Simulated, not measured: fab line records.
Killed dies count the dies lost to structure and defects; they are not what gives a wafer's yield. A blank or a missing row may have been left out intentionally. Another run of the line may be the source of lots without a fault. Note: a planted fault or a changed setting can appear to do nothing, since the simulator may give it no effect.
Lot-split experiment | flow n5 finfet | on a route of 1938 steps: 7 lots, 21 wafers read

== THE SPLIT ==
At N5_BEOL_M9_DESCUM_16 (chemistry O2, time 7.9 s), the setting time s was moved away from the recipe's 7.9 s on 6 of the 21 wafers read, by -7.6% to +21.9%. The other wafers ran this setting at the recipe's value.

There is no step in the file separating the split from the reading.

== THE READING ==
CAR-ArF_of_BEOL_M9_COAT_05.thk nm (the simulator's own value, which no gauge read), in nm, at N5_BEOL_M9_ETCH_61 (etches SiARC in CF4, target depth 39 nm, time 65 s). No usual value for it is given in the file. Across the 15 wafers here that went through the recipe, the average is 55.5 nm and the standard deviation 0.25 nm.

wafer  | tool, chamber at the split | time s as run, s | against the recipe | CAR-ArF_of_BEOL_M9_COAT_05.thk nm, nm | against lot-mates on the recipe
L077.1 | rie diel-01, 3             | 7.9              | recipe             | 55.6                                  | -
L077.4 | rie diel-01, 2             | 9.633            | +21.9%             | 54.2                                  | -1.4
L077.5 | rie diel-01, 2             | 9.633            | +21.9%             | 54.2                                  | -1.4
L081.2 | rie diel-01, 3             | 7.9              | recipe             | 55.8                                  | -
L081.4 | rie diel-01, 1,0           | 7.9              | recipe             | 55.4                                  | -
L081.6 | rie diel-01, 1,0           | 7.9              | recipe             | 55.4                                  | -
L083.2 | rie diel-02, 3             | 7.301            | -7.6%              | 55.8                                  | +0.2
L083.5 | rie diel-02, 0             | 7.301            | -7.6%              | 56.2                                  | +0.6
L083.6 | rie diel-02, 1             | 7.9              | recipe             | 55.6                                  | -
L084.2 | rie diel-03, 3,1           | 7.9              | recipe             | 55.4                                  | -
L084.4 | rie diel-03, 3,1           | 7.9              | recipe             | 55.4                                  | -
L084.3 | rie diel-03, 0             | 9.407            | +19.1%             | 54.2                                  | -1.2
L086.3 | rie diel-03, 3,1           | 7.9              | recipe             | 55.8                                  | -
L086.4 | rie diel-03, 3,1           | 7.9              | recipe             | 55.8                                  | -
L086.5 | rie diel-03, 3             | 7.9              | recipe             | 56                                    | -
L089.1 | rie diel-03, 1             | 7.9              | recipe             | 55.4                                  | -
L089.5 | rie diel-03, 2,1           | 7.9              | recipe             | 55.2                                  | -
L089.6 | rie diel-03, 2,1           | 7.9              | recipe             | 55.2                                  | -
L097.1 | rie diel-03, 2             | 7.9              | recipe             | 55.2                                  | -
L097.6 | rie diel-03, 2             | 7.9              | recipe             | 55.2                                  | -
L097.3 | rie diel-03, 1             | 7.398            | -6.4%              | 55.6                                  | +0.4
If several chambers appear in one row, that row covers several wafers at once and the file leaves open which wafer was in which chamber.

FIT RESULTS
A straight line over all 21 wafers: CAR-ArF_of_BEOL_M9_COAT_05.thk nm changes by -0.0602 nm for each +1% of time s; r = -0.90; the points scatter about the line by 0.24 nm.
The same after taking each lot's own level away (the mean of its wafers on the recipe; 21 wafers): -0.0624 nm for each +1%; r = -0.98; scatter 0.11 nm.
According to that fit, moving time s by its largest amount changes the reading by 1.4 nm.
Measured against the standard deviation above, the lots' own levels, which go from 55.20 to 55.87 nm, span 2.6 times it.
Hence the lot-to-lot level has little effect on the slope; both slopes agree.
Check: with one of the wafers moved furthest among these (+21.9%) left out of the fit, the line predicts -1.37 nm for it against its lot-mates. It came out at -1.4 nm against them.

== THE WHOLE CHAIN: every reading that the file lists as answering this split, in the file's order ==
step                 | what it does                                       | reading                                                                            | change (the file's fit)                | r (the file's)
N5_BEOL_M9_DESCUM_16 | chemistry O2, time 7.9 s                           | CAR-ArF_of_BEOL_M9_COAT_05.thk nm (the simulator's own value, which no gauge read) | -0.058 nm for each +1% of the setting  | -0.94
N5_BEOL_M9_ETCH_61   | etches SiARC in CF4, target depth 39 nm, time 65 s | CAR-ArF_of_BEOL_M9_COAT_05.thk nm (the simulator's own value, which no gauge read) | -0.0628 nm for each +1% of the setting | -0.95

== FILE'S OWN FIT ==
CAR-ArF_of_BEOL_M9_COAT_05.thk nm changes by -0.0628 nm for each +1% of time s, r = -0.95.
